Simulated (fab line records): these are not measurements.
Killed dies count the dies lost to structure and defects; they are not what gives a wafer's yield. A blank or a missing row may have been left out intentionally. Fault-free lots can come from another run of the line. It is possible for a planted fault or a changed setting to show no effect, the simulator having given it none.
Which tool did it?    flow n5 finfet    8 lots, 24 wafers sampled, at 6 steps of a route of 1938

WHAT THE GAUGES SHOWED, per wafer
N5_GATE_CUT_THK_MEAS_24.
lot   measured      on             GC_FILL_THK (nm)
L435  day 6 03:25   film metro-01  220.7 221.4 220.9
L436  day 6 09:50   film metro-02  218.4 218.3 218.1
L440  day 7 14:28   film metro-02  220.5 218.3 219.0
L443  day 8 08:09   film metro-01  220.3 221.8 220.7
L445  day 8 13:26   film metro-02  217.9 217.0 220.0
L448  day 9 09:52   film metro-02  195.2 195.0 194.1
L449  day 9 17:43   film metro-01  193.4 198.2 195.3
L452  day 10 10:12  film metro-01  217.6 219.9 216.6

EACH LOT AND THE TOOL THAT RAN IT (in order: tool; ch and the chambers of the sampled wafers; start)
lot   N5_GATE_CUT_HM_DEP_46           N5_GATE_CUT_ETCH_36                 N5_GATE_CUT_CUT_ETCH_53           N5_GATE_CUT_ALD_22                N5_GATE_CUT_CMP_23
L435  pecvd-04 ch 0,2, day 6 00:20    rie diel-06 ch 0,2,3, day 6 00:51   rie metal-01 ch 1, day 6 01:11    ald sin-03 ch 0,1,2, day 6 01:38  cmp-04 ch 0,3, day 6 03:07
L436  pecvd-02 ch 1,2, day 6 06:38    rie diel-06 ch 0,2,3, day 6 07:17   rie metal-01 ch 0, day 6 07:37    ald sin-01 ch 0,1,3, day 6 08:04  cmp-01 ch 1,2,3, day 6 09:38
L440  pecvd-04 ch 0,1,2, day 7 11:15  rie diel-02 ch 1,3, day 7 11:53     rie metal-02 ch 0,1, day 7 12:14  ald sin-03 ch 0,1,2, day 7 12:40  cmp-04 ch 0,2, day 7 14:10
L443  pecvd-04 ch 0,1,2, day 8 03:55  rie diel-02 ch 1,2,3, day 8 04:33   rie metal-03 ch 0,1, day 8 04:53  ald sin-02 ch 0,1,3, day 8 06:22  cmp-03 ch 1,2,3, day 8 07:51
L445  pecvd-02 ch 1,2, day 8 10:10    rie diel-04 ch 0,3, day 8 10:42     rie metal-03 ch 0,1, day 8 11:02  ald sin-01 ch 0,1,3, day 8 11:38  cmp-01 ch 0,2,3, day 8 13:10
L448  pecvd-04 ch 0,1, day 9 06:46    rie diel-02 ch 0,1,2, day 9 07:17   rie metal-02 ch 0,1, day 9 07:38  ald sin-02 ch 0,1, day 9 08:04    cmp-03 ch 2,3, day 9 09:36
L449  pecvd-04 ch 0,1, day 9 14:29    rie diel-06 ch 0,3, day 9 15:08     rie metal-01 ch 0,1, day 9 15:29  ald sin-01 ch 0,1,2, day 9 15:55  cmp-03 ch 0,1,2, day 9 17:32
L452  pecvd-03 ch 0,1, day 10 06:56   rie diel-06 ch 0,2,3, day 10 07:35  rie metal-03 ch 1, day 10 07:56   ald sin-02 ch 0,1, day 10 08:25   cmp-03 ch 0,1, day 10 09:54
- N5_GATE_CUT_HM_DEP_46: deposits SiO2 from TEOS/O2, target thk 130 nm, time 26.6 s.
- N5_GATE_CUT_ETCH_36: etches SiARC in CF4, target depth 13 nm, time 21.7 s.
- N5_GATE_CUT_CUT_ETCH_53: etches W in SF6/Cl2, target depth 79.2 nm.
- N5_GATE_CUT_ALD_22: deposits SiNx, target thk 16 nm, pulse time 1 s, ald cycles 320.
- N5_GATE_CUT_CMP_23: polishes, stops on SiO2, t overpolish 23.4 s, target thk 16 nm.

THE ANSWER, worked out from the rows above alone
Rule: what is usual is taken from the lots themselves. Put in order of their means at a reading, lots are off if they are a third of the lots or fewer, leave a main group of 4 or more, and stand apart from it by a gap of 3 or more times the standard deviation of the main group's means; of several such gaps the widest counts. A main group is skipped when, at the precision printed for the reading in the tables above, its means are all equal. Also off: a lot with no number at a reading for which 4 or more lots have one. Where the step has rows for the other lots, those lots are counted as sound.
Off: L448, L449, seen at N5_GATE_CUT_THK_MEAS_24 (GC_FILL_THK). Mean 219.3 nm and standard deviation 1.2 in the main group.
If a tool, at a process step before that reading, ran all the lots that are off and no sound lot after the first of them, it fits. Those tools and the gauges at N5_GATE_CUT_THK_MEAS_24 are tried in the same way. One fits: pecvd-04 at N5_GATE_CUT_HM_DEP_46. Its last sound lot is L443 (day 8 03:55), its first lot that is off L448 (day 9 06:46): a fault that began between those two fits.

WHAT THE SIMULATOR HAD PUT IN
Site profile drift: pecvd-04, from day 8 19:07 on, at N5_GATE_CUT_HM_DEP_46. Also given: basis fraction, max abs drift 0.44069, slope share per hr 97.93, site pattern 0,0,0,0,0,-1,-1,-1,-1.
Shown lots that were struck: L448, L449. The same result came from the rule above.
